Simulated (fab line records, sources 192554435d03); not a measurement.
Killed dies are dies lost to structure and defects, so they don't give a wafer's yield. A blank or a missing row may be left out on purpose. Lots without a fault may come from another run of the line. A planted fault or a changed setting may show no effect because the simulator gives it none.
Split-lot experiment | flow n5_finfet | 7 lots, 21 wafers read, on a route of 1938 steps

THE SPLIT
At N5_ZERO_LAYER_EXPOSE_08 (exposes mask ZERO, defocus 0 nm, target cd 2000 nm), the setting dose_mj was moved away from the recipe's 16.2 on 10 of the 21 wafers read, by -5.5% to +6.5%. The other wafers ran this setting at the recipe's value.

FROM THE SPLIT TO THE READING: what the file shows between them, 2 steps
- N5_ZERO_LAYER_DEVELOP_10: develop time 60 s (also split here: develop_time_s)
- N5_ZERO_LAYER_HARDBAKE_23: time 120 s

THE READING
cd_nm, in nm, at N5_ZERO_LAYER_CD_MEAS_11 (target cd 2000 nm). Fault-free wafers of this fab line usually give 2000.1 nm, standard deviation 1.6 nm.

wafer  | tool, chamber at the split | dose_mj as run | against the recipe | cd_nm, nm | against lot-mates on the recipe
L076.1 | krf_scanner-01, 0          | 15.33          | -5.4%              | 1987.4    | -10.7
L076.2 | krf_scanner-01, 0          | 16.2           | recipe             | 1998.1    | -
L076.5 | krf_scanner-01, 0          | 15.33          | -5.4%              | 1986.2    | -11.9
L077.4 | krf_scanner-02, 0          | 16.2           | recipe             | 2002.1    | -
L077.5 | krf_scanner-02, 0          | 16.2           | recipe             | 2005.4    | -
L077.6 | krf_scanner-02, 0          | 17.01          | +5.0%              | 2013.3    | +9.5
L082.1 | krf_scanner-01, 0          | 16.58          | +2.3%              | 2003.7    | no lot-mate on the recipe
L082.2 | krf_scanner-01, 0          | 16.58          | +2.3%              | 2004.2    | no lot-mate on the recipe
L082.5 | krf_scanner-01, 0          | 16.58          | +2.3%              | 2006.3    | no lot-mate on the recipe
L084.2 | krf_scanner-01, 0          | 16.2           | recipe             | 2001.4    | -
L084.5 | krf_scanner-01, 0          | 16.2           | recipe             | 2000.3    | -
L084.6 | krf_scanner-01, 0          | 16.2           | recipe             | 1999.1    | -
L089.1 | krf_scanner-01, 0          | 15.31          | -5.5%              | 1991.1    | -12.5
L089.4 | krf_scanner-01, 0          | 16.2           | recipe             | 2003.6    | -
L089.6 | krf_scanner-01, 0          | 16.2           | recipe             | 2003.6    | -
L093.2 | krf_scanner-01, 0          | 16.2           | recipe             | 1997.1    | -
L093.4 | krf_scanner-01, 0          | 17.26          | +6.5%              | 2008.9    | +13.2
L093.5 | krf_scanner-01, 0          | 16.2           | recipe             | 1994.4    | -
L094.1 | krf_scanner-02, 0          | 17.11          | +5.6%              | 2013.4    | +10.7
L094.2 | krf_scanner-02, 0          | 17.11          | +5.6%              | 2011.2    | +8.5
L094.4 | krf_scanner-02, 0          | 16.2           | recipe             | 2002.7    | -

THE FIT
A straight line over all 21 wafers: cd_nm changes by +2.05 nm for each +1% of dose_mj; r = +0.92; the points scatter about the line by 2.9 nm.
The same after taking each lot's own level away (the mean of its wafers on the recipe; 18 wafers): +1.98 nm for each +1%; r = +0.99; scatter 1.1 nm.
On that fit, the largest move of dose_mj shifts the reading by 13 nm.
The lots' own levels span 1995.75 to 2003.75 nm, that is 5.0 times the standard deviation above.
So the lot-to-lot level changes the slope little: the two slopes agree.
Check: with one of the wafers moved furthest among these (+6.5%) left out of the fit, the line predicts +12.5 nm for it against its lot-mates. It came out at +13.2 nm against them.

OTHER SPLITS ON THESE WAFERS
These wafers also went through other splits before the reading. Each is held against what the fit with the lots' levels taken away leaves over:
other split on the same wafers          | wafers away from the commonest value | r with cd_nm (lot level and that fit taken away)
N5_ZERO_LAYER_DEVELOP_10 develop_time_s | 6                                    | +0.36

THE WHOLE CHAIN: every reading that the file lists as answering this split, in the file's order
step                     | what it does             | reading                                                           | change (the file's fit)           | r (the file's)
N5_ZERO_LAYER_CD_MEAS_11 | target cd 2000 nm        | cd_nm                                                             | +2 nm for each +1% of the setting | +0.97
N5_ZERO_LAYER_DESCUM_16  | chemistry O2, time 7.9 s | ZERO_LAYER.cd_nm (the simulator's own value, which no gauge read) | +2 nm for each +1% of the setting | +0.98

THE FILE'S OWN FIT
cd_nm changes by +2 nm for each +1% of dose_mj, r = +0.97.
